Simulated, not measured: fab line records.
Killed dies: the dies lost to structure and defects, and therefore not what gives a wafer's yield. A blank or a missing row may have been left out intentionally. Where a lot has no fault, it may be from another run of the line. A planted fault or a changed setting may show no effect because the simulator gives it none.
Lot-split experiment -- flow n5_finfet -- 7 lots, 39 wafers read, on a route of 1938 steps

## ON THE SPLIT
At N5_HKMG_FIN_ETCH_86 (etches SOC in N2/H2, stops on TiN, target depth 393.2 nm), the setting target_depth_a was moved away from the recipe's 3932 angstrom on 15 of the 39 wafers read, by -8.0% to +7.3%. For the rest of the wafers, this setting stayed at what the recipe calls for.

The reading is taken at the split's own step.

## THE READING
SOC_of_HKMG_FIN_COAT_85.thk_nm (the simulator's own value, which no gauge read), in nm, at N5_HKMG_FIN_ETCH_86 (etches SOC in N2/H2, stops on TiN, target depth 393.2 nm). The file does not state a usual value for it. The 24 wafers here that ran the recipe average 18.3 nm, standard deviation 1.9 nm.

wafer,"tool, chamber at the split","target_depth_a as run, angstrom",against the recipe,"SOC_of_HKMG_FIN_COAT_85.thk_nm, nm",against lot-mates on the recipe
L076.1,"rie_diel-02, 3,0,1",4172,+6.1%,8.6,-8.3
L076.2,"rie_diel-02, 3,0,1",4172,+6.1%,8.6,-8.3
L076.3,"rie_diel-02, 3,0,1",4172,+6.1%,8.6,-8.3
L076.4,"rie_diel-02, 2",3932,recipe,16.4,-
L076.5,"rie_diel-02, 2",3932,recipe,16.4,-
L076.6,"rie_diel-02, 3",3932,recipe,17.8,-
L079.1,"rie_diel-02, 2",3932,recipe,16.8,-
L079.2,"rie_diel-02, 1,2,1",4169,+6.0%,8.6,-9.1
L079.5,"rie_diel-02, 1,2,1",4169,+6.0%,8.6,-9.1
L079.6,"rie_diel-02, 1,2,1",4169,+6.0%,8.6,-9.1
L079.3,"rie_diel-02, 3",3932,recipe,18.2,-
L079.4,"rie_diel-02, 3",3932,recipe,18.2,-
L080.1,"rie_diel-04, 0",3932,recipe,19.6,-
L080.6,"rie_diel-04, 0",3932,recipe,19.6,-
L080.2,"rie_diel-04, 2",3618,-8.0%,38.2,+18.3
L080.3,"rie_diel-04, 1",3618,-8.0%,37.2,+17.3
L080.5,"rie_diel-04, 1",3618,-8.0%,37.2,+17.3
L080.4,"rie_diel-04, 3",3932,recipe,20.4,-
L084.1,"rie_diel-04, 1",3932,recipe,14.8,-
L084.6,"rie_diel-04, 1",3932,recipe,14.8,-
L084.2,"rie_diel-04, 2",3932,recipe,15.8,-
L084.3,"rie_diel-04, 3",3932,recipe,20.8,-
L084.4,"rie_diel-04, 0",3932,recipe,20,-
L084.5,"rie_diel-04, 0",3932,recipe,20,-
L085.1,"rie_diel-02, 3",3932,recipe,18.8,-
L085.5,"rie_diel-02, 3",3932,recipe,18.8,-
L085.2,"rie_diel-02, 1",3932,recipe,18.6,-
L085.3,"rie_diel-02, 2",4220,+7.3%,8.4,-10.3
L085.4,"rie_diel-02, 0",4220,+7.3%,8.6,-10.1
L085.6,"rie_diel-02, 0",4220,+7.3%,8.6,-10.1
L088.1,"rie_diel-04, 3,1,1",4127,+5.0%,8.6,-10.4
L088.4,"rie_diel-04, 3,1,1",4127,+5.0%,8.6,-10.4
L088.6,"rie_diel-04, 3,1,1",4127,+5.0%,8.6,-10.4
L088.2,"rie_diel-04, 2",3932,recipe,16.2,-
L088.3,"rie_diel-04, 0",3932,recipe,20.4,-
L088.5,"rie_diel-04, 0",3932,recipe,20.4,-
L091.1,"rie_diel-01, 3",3932,recipe,21.4,-
L091.2,"rie_diel-01, 0",3932,recipe,19.8,-
L091.4,"rie_diel-01, 1",3932,recipe,16.4,-
When a row names more than one chamber, that row covers several wafers, and the file does not tell which wafer ran in which chamber.

THE FIT
A straight line over all 39 wafers: SOC_of_HKMG_FIN_COAT_85.thk_nm changes by -1.88 nm for each +1% of target_depth_a; r = -0.96; the points scatter about the line by 2.2 nm.
The same after taking each lot's own level away (the mean of its wafers on the recipe; 39 wafers): -1.78 nm for each +1%; r = -0.96; scatter 2 nm.
That fit puts the effect of the largest move of target_depth_a on the reading at 14 nm.
The lots' own levels span 16.87 to 19.87 nm, that is 1.6 times the standard deviation above.
Consequently the slope shifts little with the lot-to-lot level, the two slopes agreeing.
Check: +14.2 nm against its lot-mates is what the line predicts for one of the wafers moved furthest among these (-8.0%) when that wafer is left out of the fit. It came out at +18.3 nm against them.

## OTHER SPLITS APPLIED TO THESE WAFERS
Note: prior to the reading, these wafers also went through further splits. Each is held against what the fit with the lots' levels taken away leaves over:
other split on the same wafers,wafers away from the commonest value,r with SOC_of_HKMG_FIN_COAT_85.thk_nm (lot level and that fit taken away)
N5_DUMMY_GATE_ETCH_37 source_w,18,-0.07
N5_HKMG_FIN_CVD_62 temp_c,18,+0.18
N5_HKMG_FIN_ETCH_32 target_depth_a,9,-0.16

## FILE'S OWN FIT
SOC_of_HKMG_FIN_COAT_85.thk_nm changes by -1.73 nm for each +1% of target_depth_a, r = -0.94.
